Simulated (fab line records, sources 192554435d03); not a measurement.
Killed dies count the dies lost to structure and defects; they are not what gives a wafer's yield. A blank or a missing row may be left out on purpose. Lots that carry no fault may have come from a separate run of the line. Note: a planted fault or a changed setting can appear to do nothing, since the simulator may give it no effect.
Code-filled problem report in 8D (eight disciplines) form / flow n5-finfet / the parts of the form that need people (team, actions taken, sign-off) are left out

== 1. WHAT IS WRONG ==
MD_CAP_THK at N5_MOL_CONTACT_COAG_THK_MEAS_29 reads a mean of 17.50 nm on 1 wafer of 1 lot; wafers without a fault read 17.89 nm with a standard deviation of 0.082. Relative to the usual mean, that is a shift of -4.8 standard deviations.
First seen on wafer L435.3, day 9 11:27, on film-metro-01. The record holds 26 wafers of 9 lots with a number at this step. Rule for "out", or "out of limits": more than 4 standard deviations from the usual mean. All remaining wafers that have a number are taken as sound.

== 2. WHAT IT IS, WHAT IT ISN'T ==
question=which readings at this step | is=MD_CAP_THK | is not=-
question=which lots | is=L435 | is not=L419, L420, L425, L427, L428, L440, L441, L442
question=which wafers of those lots | is=L435.3 | is not=L435.5
question=read on which gauges | is=film-metro-01 | is not=film-metro-02
question=when | is=from day 9 11:27 | is not=up to then (16 sound wafers); but 9 sound wafers of L440, L441, L442 came after

== 3. WHAT RULES OUT EACH SUSPECT ==
Counting: any tool at a process step up to the reading remains a suspect provided it ran every lot that is out. Sound lots after the first of them don't rule it out here, since some wafers of a struck lot are sound.
- the gauge at N5_MOL_CONTACT_COAG_THK_MEAS_29: kept. All the wafers that are out were read on film-metro-01, and no step on other tools shows them out.
- rie-diel-06 at N5_MOL_CONTACT_COAG_ETCH_15 (etches SiNx in CH3F/O2, stops on Si:P, target depth 7 nm): kept. L435, the lot that is out, went through it at day 9 02:32; up to then, the latest sound lot through it was L427 at day 6 18:05.
- cvd-co-02 at N5_MOL_CONTACT_COAG_CO_FILL_22 (material Co, precursor CCTBA/H2, target thk 20 nm): kept. L435, the lot that is out, went through it at day 9 06:58; up to then, the latest sound lot through it was L428 at day 7 02:13.
- pvd-sputter-03 at N5_MOL_CONTACT_COAG_PRE_CLEAN_142 (time 60 s): kept. It ran the lot that is out, L435 (day 9 08:31).
- cmp-04 at N5_MOL_CONTACT_COAG_CMP_28 (polishes, stops on SiNx, t overpolish 0.85 s, target thk 14.522 nm): kept. L435, the lot that is out, went through it at day 9 11:09; up to then, the latest sound lot through it was L428 at day 7 07:41.
- Within rie-diel-06 at N5_MOL_CONTACT_COAG_ETCH_15: the wafers that are out ran in chamber 3; their sound lot-mates ran in chamber 1.
- Within cmp-04 at N5_MOL_CONTACT_COAG_CMP_28: the wafers that are out ran in chamber 2; their sound lot-mates ran in chamber 3.
Left after counting: rie-diel-06 at N5_MOL_CONTACT_COAG_ETCH_15, cvd-co-02 at N5_MOL_CONTACT_COAG_CO_FILL_22, pvd-sputter-03 at N5_MOL_CONTACT_COAG_PRE_CLEAN_142, cmp-04 at N5_MOL_CONTACT_COAG_CMP_28, film-metro-01 at N5_MOL_CONTACT_COAG_THK_MEAS_29.

== 4. THE CAUSE (what the simulator had put in) ==
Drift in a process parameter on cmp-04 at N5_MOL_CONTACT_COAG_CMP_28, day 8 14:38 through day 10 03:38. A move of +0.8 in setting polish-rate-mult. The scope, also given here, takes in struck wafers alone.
This tool is one of the 5 suspects left after counting.

== 5. SEQUENCE OF EFFECTS, ordered by route ==
Rows list readings where the struck wafers' mean (over those with a number) sits beyond 3 standard deviations from the usual. Readings are gone through only where the record gives a usual standard deviation; hours: the median, over the lots, of the time from a lot's start at the first step in this table giving one to that lot's start at this step; sigmas: the change measured in usual standard deviations.
hours=0; step=N5_MOL_CONTACT_COAG_THK_MEAS_29; reading=MD_CAP_THK; usual=17.89 nm; on struck wafers=17.50; change=-0.39; sigmas=-4.8
Later steps that measure or inspect, where all struck wafers having a row at the step show a number for every such reading and not one has moved that far: N5_BEOL_M4_RC_MEAS_101.

== 6. WHAT WOULD HAVE CAUGHT IT SOONER ==
Counted from the fault's start at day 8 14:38, it took 21 hours until the first out-of-limits reading at a measuring or inspecting step in this record, taken at day 9 11:27.
No tool reading at N5_MOL_CONTACT_COAG_CMP_28 that has a usual standard deviation in the record was out on any struck wafer, so an alarm limit of 4 standard deviations on those readings would not have fired.
All the lots that are out (1) had begun N5_MOL_CONTACT_COAG_CMP_28 on cmp-04 by day 9 11:27. None of them would have been spared by holding the tool at that moment.
